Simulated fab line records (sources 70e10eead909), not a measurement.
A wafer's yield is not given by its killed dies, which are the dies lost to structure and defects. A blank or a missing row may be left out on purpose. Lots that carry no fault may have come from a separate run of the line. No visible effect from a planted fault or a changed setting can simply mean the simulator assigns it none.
fab line records + flow nand_harc + part 2 of 2: steps 5 to 6 of 6
record:
- lots: 21
- wafers: 63
- last_day: 33
route steps=1302 shown A_STAIRCASE@767
lots that met no fault: from a run of the same line without faults
start_h: hours from the record's opening day to when the first of the lot's shown wafers began + wait_h: time in hours since the lot's previous step + " same as the row above + L1.1+2: a row that stands for several wafers + - value missing, or start not given + * or withheld: withheld + < > ~ a bound
route shown NAME@n: a module of which the file shows steps, and the number in the route of the first + usual: mean and standard deviation over wafers with no fault + same: alike in all rows + chamber/n: place in a boat + sites: the reading at each site + _std_site: the standard deviation of these + _edge_site: mean of outer sites minus mean of inner sites + radius_mm: for every site, how far away it sits from the centre of the wafer + mask NAME#n: copy n + behind: tool/chamber where the wafer was last shaped + hold: reason for holding the lot/hours on hold/outcome of the hold + device: the n, p or np transistor that did not switch + end of line: the same wafers' tests at the end of the route + where a step has no rows: the recipe by itself + killed: dies that structure and defects cost at the first sort, which is not the same as the wafer's yield + map: the dies of a wafer, with x for killed, . for not killed, _ for no die there
set.NAME: the run value of the setting; set.NAME@STEP: its run value at that earlier step + model.NAME: the simulator's own value behind a step, which no gauge read
a sample of lots followed through the steps of the route, with each step as a table and each wafer as a row
services: the hour from which a tool's chamber was out of use, counted from the record's first day as start_h (under 0 if before that day), plus the number of hours and why
== steps ==
step: NHARC_A_STAIRCASE_DESCUM_312
recipe:
- time_s: 3
- o2_flow_sccm: 200
- ar_flow_sccm: 0
- bias_power_w: 0
- chemistry: O2
usual:
- drypump_motor_current_A: 6.0/0.39
- mfc_ar_sccm: 0.003/0.0052
- oes_product_au: 1.000/0.0091
- rf_vpp_V: 57.9/0.95
- showerhead_plenum_p_Torr: 1.93/0.098
- throttle_valve_pct: 11.311/0.0091
| lot.wafer | tool        | chamber | start_h | wait_h | drypump_motor_current_A | mfc_ar_sccm | oes_product_au | rf_hours_counter_h | rf_vpp_V | showerhead_plenum_p_Torr | throttle_valve_pct |
|-----------|-------------|---------|---------|--------|-------------------------|-------------|----------------|--------------------|----------|--------------------------|--------------------|
| L074.2    | rie_diel-06 | 0       | 396.42  | -      | 6.1                     | 0           | 0.999          | 27                 | 57.8     | 1.94                     | 11.305             |
| L074.3    | "           | 1       | "       | "      | 6.2                     | 0           | 1.010          | 32                 | 57.7     | 1.88                     | 11.314             |
| L074.5    | "           | 2       | "       | "      | 5.0                     | 0           | 0.985          | -                  | 57.5     | 1.91                     | 11.305             |
| L075.1    | rie_diel-11 | 1       | 400.22  | -      | 6.1                     | 0           | 1.016          | 50                 | 58.3     | 1.77                     | 11.316             |
| L075.4    | "           | 2       | "       | "      | 5.4                     | 0.014       | 1.007          | 50                 | 58.6     | 2.06                     | 11.315             |
| L075.6    | "           | 3       | "       | "      | 5.8                     | 0           | 1.007          | -                  | 58.7     | 1.87                     | 11.316             |
| L077.1    | rie_diel-07 | 0       | 405.31  | -      | 6.2                     | 0           | 0.993          | 37                 | 57.5     | 1.82                     | 11.320             |
| L077.2    | "           | 2       | "       | "      | 5.6                     | 0           | 0.995          | 40                 | 57.5     | 2.03                     | 11.298             |
| L077.5    | "           | 3       | "       | "      | 5.6                     | 0           | 1.000          | -                  | 57.8     | 1.86                     | 11.310             |
| L076.2    | rie_diel-07 | 1       | 407.20  | -      | 6.6                     | 0.012       | 1.005          | 37                 | 58.1     | 1.80                     | 11.321             |
| L076.4    | "           | 2       | "       | "      | 5.7                     | 0           | 0.990          | 40                 | 59.3     | 2.03                     | 11.316             |
| L076.5    | "           | 1       | "       | "      | 6.6                     | 0.012       | 1.000          | -                  | 56.6     | 1.80                     | 11.327             |
| L078.2    | rie_diel-07 | 1       | 426.90  | -      | 6.6                     | 0.012       | 1.011          | 41                 | 57.2     | 1.79                     | 11.309             |
| L078.6    | "           | 1       | "       | "      | 6.6                     | 0.012       | 1.011          | -                  | 58.6     | 1.79                     | 11.319             |
| L078.5    | "           | 2       | "       | "      | 5.7                     | 0           | 1.009          | -                  | 59.2     | 2.02                     | 11.325             |
| L079.3    | rie_diel-11 | 3       | 444.42  | -      | 5.9                     | 0           | 1.011          | 0                  | 57.3     | 1.87                     | 11.310             |
| L079.5    | "           | 3       | "       | "      | 5.9                     | 0           | 1.004          | -                  | 56.5     | 1.87                     | 11.329             |
| L079.4    | "           | 0       | "       | "      | 6.3                     | 0.007       | 1.003          | -                  | 58.7     | 2.03                     | 11.290             |
| L081.2    | rie_diel-07 | 1       | 459.93  | -      | 6.7                     | 0.012       | 1.008          | 58                 | 56.6     | 1.79                     | 11.320             |
| L081.4    | "           | 3       | "       | "      | 5.6                     | 0           | 1.008          | -                  | 56.5     | 1.86                     | 11.311             |
| L081.5    | "           | 0       | "       | "      | 6.2                     | 0           | 0.995          | -                  | 56.9     | 1.81                     | 11.312             |
| L080.3    | rie_diel-07 | 1       | 465.57  | -      | 6.7                     | 0.012       | 1.019          | 60                 | 56.1     | 1.79                     | 11.315             |
| L080.2    | "           | 0       | "       | "      | 6.2                     | 0           | 0.985          | 56                 | 56.7     | 1.81                     | 11.313             |
| L080.5    | "           | 3       | "       | "      | 5.6                     | 0           | 1.000          | -                  | 56.7     | 1.86                     | 11.316             |
| L082.2    | rie_diel-11 | 3       | 480.24  | -      | 5.8                     | 0           | 1.005          | 13                 | 56.4     | 1.86                     | 11.303             |
| L082.5    | "           | 0       | "       | "      | 6.2                     | 0.007       | 0.979          | -                  | 58.6     | 2.03                     | 11.318             |
| L082.6    | "           | 1       | "       | "      | 6.1                     | 0           | 1.009          | -                  | 59.8     | 2.07                     | 11.305             |
| L084.1    | rie_diel-11 | 1       | 485.37  | -      | 6.1                     | 0           | 0.995          | 14                 | 60.7     | 2.07                     | 11.287             |
| L084.3    | "           | 2       | "       | "      | 5.5                     | 0.014       | 1.008          | 7                  | 58.4     | 2.05                     | 11.306             |
| L084.6    | "           | 3       | "       | "      | 5.9                     | 0           | 1.019          | -                  | 57.2     | 1.86                     | 11.316             |
| L083.4    | rie_diel-07 | 0       | 485.41  | -      | 6.2                     | 0           | 1.008          | 1                  | 57.5     | 1.81                     | 11.299             |
| L083.1    | "           | 2       | "       | "      | 5.7                     | 0           | 1.005          | 1                  | 57.2     | 2.02                     | 11.326             |
| L083.6    | "           | 3       | "       | "      | 5.6                     | 0           | 0.992          | -                  | 57.8     | 1.86                     | 11.301             |
| L086.3    | rie_diel-11 | 1       | 516.89  | -      | 6.1                     | 0           | 0.992          | 27                 | 58.0     | 2.07                     | 11.324             |
| L086.4    | "           | 2       | "       | "      | 5.5                     | 0.014       | 1.002          | 21                 | 58.9     | 2.05                     | 11.312             |
| L086.6    | "           | 0       | "       | "      | 6.2                     | 0.007       | 0.995          | -                  | 59.7     | 2.02                     | 11.303             |
| L087.1    | rie_diel-07 | 1       | 517.45  | -      | 6.6                     | 0.012       | 1.015          | 14                 | 56.4     | 1.78                     | 11.309             |
| L087.2    | "           | 0       | "       | "      | 6.2                     | 0           | 1.004          | 14                 | 56.8     | 1.81                     | 11.331             |
| L087.6    | "           | 2       | "       | "      | 5.7                     | 0           | 1.001          | -                  | 58.5     | 2.01                     | 11.317             |
| L088.4    | rie_diel-11 | 3       | 520.15  | -      | 5.8                     | 0           | 0.999          | 27                 | 58.5     | 1.86                     | 11.313             |
| L088.1    | "           | 0       | "       | "      | 6.2                     | 0.007       | 1.012          | 27                 | 57.8     | 2.02                     | 11.311             |
| L088.5    | "           | 3       | "       | "      | 5.8                     | 0           | 0.999          | -                  | 58.0     | 1.86                     | 11.322             |
| L089.2    | rie_diel-06 | 1       | 522.03  | -      | 6.2                     | 0           | 0.998          | 7                  | 56.1     | 1.87                     | 11.305             |
| L089.1    | "           | 2       | "       | "      | 5.0                     | 0           | 1.001          | 7                  | 57.0     | 1.90                     | 11.308             |
| L089.5    | "           | 0       | "       | "      | 6.0                     | 0           | 0.997          | -                  | 58.5     | 1.93                     | 11.293             |
| L093.2    | rie_diel-11 | 1       | 566.65  | -      | 6.1                     | 0           | 1.008          | 41                 | 59.0     | 2.06                     | 11.327             |
| L093.3    | "           | 2       | "       | "      | 5.5                     | 0.014       | 1.005          | 35                 | 59.2     | 2.04                     | 11.322             |
| L093.5    | "           | 0       | "       | "      | 6.2                     | 0.007       | 0.987          | -                  | 58.5     | 2.02                     | 11.311             |
| L092.2    | rie_diel-07 | 3       | 568.59  | -      | 5.6                     | 0           | 0.989          | 29                 | 57.5     | 1.85                     | 11.300             |
| L092.1    | "           | 1       | "       | "      | 6.7                     | 0.012       | 1.005          | 32                 | 58.5     | 1.78                     | 11.303             |
| L092.3    | "           | 2       | "       | "      | 5.6                     | 0           | 1.007          | 29                 | 56.7     | 2.01                     | 11.300             |
| L091.2    | rie_diel-11 | 3       | 569.90  | -      | 5.9                     | 0           | 1.003          | 38                 | 58.1     | 1.86                     | 11.303             |
| L091.6    | "           | 2       | "       | "      | 5.5                     | 0.014       | 0.987          | -                  | 58.9     | 2.04                     | 11.303             |
| L091.5    | "           | 3       | "       | "      | 5.9                     | 0           | 1.006          | -                  | 57.0     | 1.86                     | 11.299             |
| L094.1    | rie_diel-11 | 1       | 576.58  | -      | 6.1                     | 0           | 1.004          | 44                 | 58.5     | 2.06                     | 11.320             |
| L094.4    | "           | 2       | "       | "      | 5.5                     | 0.014       | 0.998          | 39                 | 59.0     | 2.04                     | 11.307             |
| L094.5    | "           | 1       | "       | "      | 6.1                     | 0           | 0.993          | -                  | 59.6     | 2.06                     | 11.297             |
| L096.1    | rie_diel-11 | 3       | 604.50  | -      | 5.9                     | 0           | 1.000          | 50                 | 57.8     | 1.85                     | 11.312             |
| L096.6    | "           | 1       | "       | "      | 6.1                     | 0           | 1.000          | -                  | 58.4     | 2.06                     | 11.305             |
| L096.5    | "           | 2       | "       | "      | 5.5                     | 0.014       | 1.009          | -                  | 58.0     | 2.04                     | 11.309             |
| L097.1    | rie_diel-06 | 3       | 615.70  | -      | 6.0                     | 0           | 1.016          | 48                 | 57.4     | 1.87                     | 11.300             |
| L097.3    | "           | 0       | "       | "      | 6.1                     | 0           | 0.994          | 39                 | 58.3     | 1.92                     | 11.315             |
| L097.4    | "           | 2       | "       | "      | 5.0                     | 0           | 0.994          | 49                 | 57.5     | 1.89                     | 11.317             |
step: NHARC_A_STAIRCASE_STRIP_476
recipe:
- time_s: 20
- o2_flow_sccm: 500
- ar_flow_sccm: 0
- bias_w: 0
- chemistry: O2
usual:
- drypump_motor_current_A: 5.9/0.38
- mfc_ar_sccm: 0.004/0.0055
- oes_product_au: 0.999/0.0086
- rf_vpp_V: 57.9/0.93
- showerhead_plenum_p_Torr: 3.57/0.17
- throttle_valve_pct: 17.038/0.009
| lot.wafer | tool        | chamber | start_h | wait_h | drypump_motor_current_A | mfc_ar_sccm | oes_product_au | rf_hours_counter_h | rf_vpp_V | showerhead_plenum_p_Torr | throttle_valve_pct |
|-----------|-------------|---------|---------|--------|-------------------------|-------------|----------------|--------------------|----------|--------------------------|--------------------|
| L074.2    | rie_diel-11 | 1       | 400.73  | 0.3    | 6.1                     | 0           | 1.004          | 50                 | 57.5     | 3.28                     | 17.024             |
| L074.3    | "           | 3       | "       | "      | 5.9                     | 0           | 0.997          | 9                  | 56.4     | 3.46                     | 17.018             |
| L074.5    | "           | 1       | "       | "      | 6.1                     | 0           | 1.011          | -                  | 57.2     | 3.28                     | 17.044             |
| L075.4    | rie_diel-11 | 0       | 405.04  | 0.1    | 6.3                     | 0.007       | 0.994          | 51                 | 57.8     | 3.74                     | 17.050             |
| L075.1    | "           | 2       | "       | "      | 5.5                     | 0.014       | 1.008          | 51                 | 57.9     | 3.78                     | 17.048             |
| L075.6    | "           | 1       | "       | "      | 6.1                     | 0           | 1.010          | -                  | 56.0     | 3.28                     | 17.024             |
| L077.2    | rie_diel-07 | 2       | 409.31  | 0.1    | 5.7                     | 0           | 0.998          | 41                 | 60.5     | 3.72                     | 17.046             |
| L077.1    | "           | 1       | "       | "      | 6.6                     | 0.012       | 1.011          | 38                 | 58.1     | 3.32                     | 17.045             |
| L077.5    | "           | 2       | "       | "      | 5.7                     | 0           | 1.000          | -                  | 57.7     | 3.72                     | 17.039             |
| L076.4    | rie_diel-11 | 2       | 411.24  | 0.1    | 5.5                     | 0.014       | 1.010          | 53                 | 58.9     | 3.78                     | 17.055             |
| L076.2    | "           | 3       | "       | "      | 5.9                     | 0           | 0.994          | 12                 | 58.0     | 3.45                     | 17.034             |
| L076.5    | "           | 1       | "       | "      | 6.1                     | 0           | 1.005          | -                  | 57.8     | 3.28                     | 17.051             |
| L078.2    | rie_diel-07 | 3       | 430.94  | 0.1    | 5.6                     | 0           | 1.000          | 46                 | 56.9     | 3.44                     | 17.052             |
| L078.5    | "           | 1       | "       | "      | 6.7                     | 0.012       | 1.001          | -                  | 57.8     | 3.32                     | 17.041             |
| L078.6    | "           | 2       | "       | "      | 5.7                     | 0           | 0.999          | -                  | 58.6     | 3.72                     | 17.048             |
| L079.3    | rie_diel-11 | 3       | 448.85  | 0.1    | 5.9                     | 0           | 1.013          | 2                  | 57.6     | 3.45                     | 17.042             |
| L079.4    | "           | 3       | "       | "      | 5.9                     | 0           | 1.004          | -                  | 57.1     | 3.45                     | 17.044             |
| L079.5    | "           | 1       | "       | "      | 6.1                     | 0           | 1.000          | -                  | 59.1     | 3.81                     | 17.029             |
| L081.4    | rie_diel-11 | 2       | 464.19  | 0.1    | 5.5                     | 0.014       | 1.009          | 1                  | 58.1     | 3.77                     | 17.032             |
| L081.2    | "           | 1       | "       | "      | 6.1                     | 0           | 1.000          | 8                  | 58.2     | 3.80                     | 17.031             |
| L081.5    | "           | 3       | "       | "      | 5.9                     | 0           | 1.009          | -                  | 57.3     | 3.45                     | 17.035             |
| L080.2    | rie_diel-06 | 1       | 473.75  | 0.1    | 6.2                     | 0           | 1.007          | 54                 | 56.0     | 3.47                     | 17.031             |
| L080.3    | "           | 0       | "       | "      | 6.1                     | 0           | 0.995          | 59                 | 57.5     | 3.56                     | 17.043             |
| L080.5    | "           | 1       | "       | "      | 6.2                     | 0           | 0.981          | -                  | 57.0     | 3.47                     | 17.055             |
| L082.2    | rie_diel-11 | 0       | 484.86  | 0.1    | 6.3                     | 0.007       | 0.993          | 14                 | 58.4     | 3.73                     | 17.042             |
| L082.5    | "           | 3       | "       | "      | 5.9                     | 0           | 1.007          | -                  | 54.9     | 3.44                     | 17.023             |
| L082.6    | "           | 0       | "       | "      | 6.2                     | 0.007       | 0.991          | -                  | 57.5     | 3.73                     | 17.034             |
| L084.3    | rie_diel-07 | 3       | 489.58  | 0.1    | 5.6                     | 0           | 0.992          | 3                  | 56.7     | 3.43                     | 17.030             |
| L084.1    | "           | 1       | "       | "      | 6.7                     | 0.012       | 1.001          | 3                  | 57.1     | 3.31                     | 17.024             |
| L084.6    | "           | 0       | "       | "      | 6.2                     | 0           | 1.003          | -                  | 56.4     | 3.35                     | 17.036             |
| L083.4    | rie_diel-11 | 2       | 489.87  | 0.1    | 5.4                     | 0.014       | 0.994          | 9                  | 59.1     | 3.77                     | 17.040             |
| L083.1    | "           | 0       | "       | "      | 6.2                     | 0.007       | 0.985          | 16                 | 57.9     | 3.72                     | 17.039             |
| L083.6    | "           | 1       | "       | "      | 6.1                     | 0           | 0.986          | -                  | 58.5     | 3.80                     | 17.039             |
| L086.4    | rie_diel-07 | 1       | 521.06  | 0.1    | 6.7                     | 0.012       | 1.014          | 15                 | 56.4     | 3.30                     | 17.050             |
| L086.3    | "           | 2       | "       | "      | 5.7                     | 0           | 1.009          | 15                 | 56.9     | 3.70                     | 17.040             |
| L086.6    | "           | 0       | "       | "      | 6.2                     | 0           | 1.021          | -                  | 57.9     | 3.35                     | 17.025             |
| L087.2    | rie_diel-06 | 2       | 521.62  | 0.1    | 5.0                     | 0           | 0.987          | 7                  | 57.3     | 3.51                     | 17.046             |
| L087.1    | "           | 3       | "       | "      | 6.0                     | 0           | 1.005          | 7                  | 58.5     | 3.48                     | 17.045             |
| L087.6    | "           | 0       | "       | "      | 6.1                     | 0           | 1.002          | -                  | 59.3     | 3.55                     | 17.050             |
| L088.4    | rie_diel-11 | 1       | 524.58  | 0.1    | 6.1                     | 0           | 0.996          | 29                 | 58.2     | 3.79                     | 17.050             |
| L088.1    | "           | 3       | "       | "      | 5.9                     | 0           | 0.998          | 28                 | 60.0     | 3.44                     | 17.027             |
| L088.5    | "           | 1       | "       | "      | 6.1                     | 0           | 1.003          | -                  | 58.6     | 3.79                     | 17.043             |
| L089.2    | rie_diel-11 | 0       | 536.00  | 0.1    | 6.3                     | 0.007       | 0.994          | 30                 | 59.1     | 3.72                     | 17.029             |
| L089.1    | "           | 1       | "       | "      | 6.1                     | 0           | 0.997          | 32                 | 57.7     | 3.79                     | 17.031             |
| L089.5    | "           | 1       | "       | "      | 6.1                     | 0           | 0.998          | -                  | 58.1     | 3.79                     | 17.025             |
| L093.3    | rie_diel-06 | 0       | 570.69  | 0.1    | 6.1                     | 0           | 1.002          | 23                 | 57.7     | 3.54                     | 17.038             |
| L093.2    | "           | 3       | "       | "      | 6.0                     | 0           | 1.005          | 28                 | 57.2     | 3.47                     | 17.041             |
| L093.5    | "           | 2       | "       | "      | 5.0                     | 0           | 0.985          | -                  | 58.1     | 3.49                     | 17.031             |
| L092.1    | rie_diel-11 | 3       | 572.60  | 0.1    | 5.9                     | 0           | 0.991          | 38                 | 57.0     | 3.43                     | 17.040             |
| L092.2    | "           | 0       | "       | "      | 6.3                     | 0.007       | 0.989          | 38                 | 56.3     | 3.71                     | 17.052             |
| L092.3    | "           | 1       | "       | "      | 6.1                     | 0           | 0.990          | 42                 | 58.4     | 3.78                     | 17.028             |
| L091.2    | rie_diel-07 | 0       | 573.94  | 0.1    | 6.2                     | 0           | 1.003          | 35                 | 58.0     | 3.33                     | 17.035             |
| L091.5    | "           | 1       | "       | "      | 6.7                     | 0.012       | 1.013          | -                  | 58.1     | 3.29                     | 17.030             |
| L091.6    | "           | 2       | "       | "      | 5.7                     | 0           | 1.000          | -                  | 58.5     | 3.69                     | 17.032             |
| L094.1    | rie_diel-11 | 2       | 580.79  | 0.2    | 5.5                     | 0.014       | 1.002          | 41                 | 58.0     | 3.75                     | 17.033             |
| L094.4    | "           | 0       | "       | "      | 6.2                     | 0.007       | 0.989          | 41                 | 58.9     | 3.71                     | 17.047             |
| L094.5    | "           | 3       | "       | "      | 5.9                     | 0           | 1.001          | -                  | 56.7     | 3.43                     | 17.032             |
| L096.1    | rie_diel-06 | 1       | 609.70  | 0.2    | 6.2                     | 0           | 0.987          | 36                 | 57.4     | 3.44                     | 17.027             |
| L096.5    | "           | 1       | "       | "      | 6.2                     | 0           | 0.994          | -                  | 58.1     | 3.44                     | 17.043             |
| L096.6    | "           | 2       | "       | "      | 5.0                     | 0           | 1.007          | -                  | 57.1     | 3.48                     | 17.051             |
| L097.1    | rie_diel-06 | 0       | 620.38  | 0.1    | 6.0                     | 0           | 0.992          | 39                 | 58.3     | 3.53                     | 17.031             |
| L097.4    | "           | 1       | "       | "      | 6.2                     | 0           | 0.991          | 39                 | 57.9     | 3.44                     | 17.031             |
| L097.3    | "           | 2       | "       | "      | 5.1                     | 0           | 0.995          | 49                 | 57.0     | 3.48                     | 17.027             |
== services ==
| tool            | chamber | start_h | hours | kind   |
|-----------------|---------|---------|-------|--------|
| rie_diel-06     | 0       | 361.16  | 15.7  | repair |
| rie_diel-11     | 0       | 363.26  | -     | clean  |
| rie_diel-11     | 1       | 363.26  | -     | clean  |
| rie_diel-11     | 2       | 363.26  | -     | clean  |
| rie_diel-11     | 0       | 392.78  | 2.9   | repair |
| plasma_asher-02 | -       | 426.20  | 9.0   | pm     |
| rie_diel-06     | 1       | 426.34  | 5.9   | repair |
| rie_diel-06     | 2       | 426.38  | 3.7   | repair |
| rie_diel-11     | -       | 433.04  | 9.0   | pm     |
| rie_diel-07     | -       | 471.25  | 9.0   | pm     |
| plasma_asher-02 | -       | 478.60  | 1.9   | repair |
| rie_diel-06     | -       | 484.33  | 9.0   | pm     |
| plasma_asher-01 | -       | 519.13  | 9.0   | pm     |
| rie_diel-11     | -       | 521.51  | 1.2   | repair |
| rie_diel-07     | 3       | 535.55  | 3.8   | repair |
| plasma_asher-02 | -       | 567.72  | 6.6   | repair |
| rie_diel-06     | 1       | 570.09  | 5.1   | repair |
| rie_diel-06     | -       | 574.03  | 0.3   | repair |
| plasma_asher-01 | -       | 587.96  | 12.7  | repair |
| rie_diel-07     | 3       | 589.25  | 1.6   | repair |
| rie_diel-06     | 0       | 599.61  | 6.3   | repair |
| rie_diel-06     | 1       | 602.26  | 2.7   | repair |
| plasma_asher-02 | -       | 603.20  | 9.0   | pm     |
| rie_diel-11     | -       | 610.04  | 9.0   | pm     |
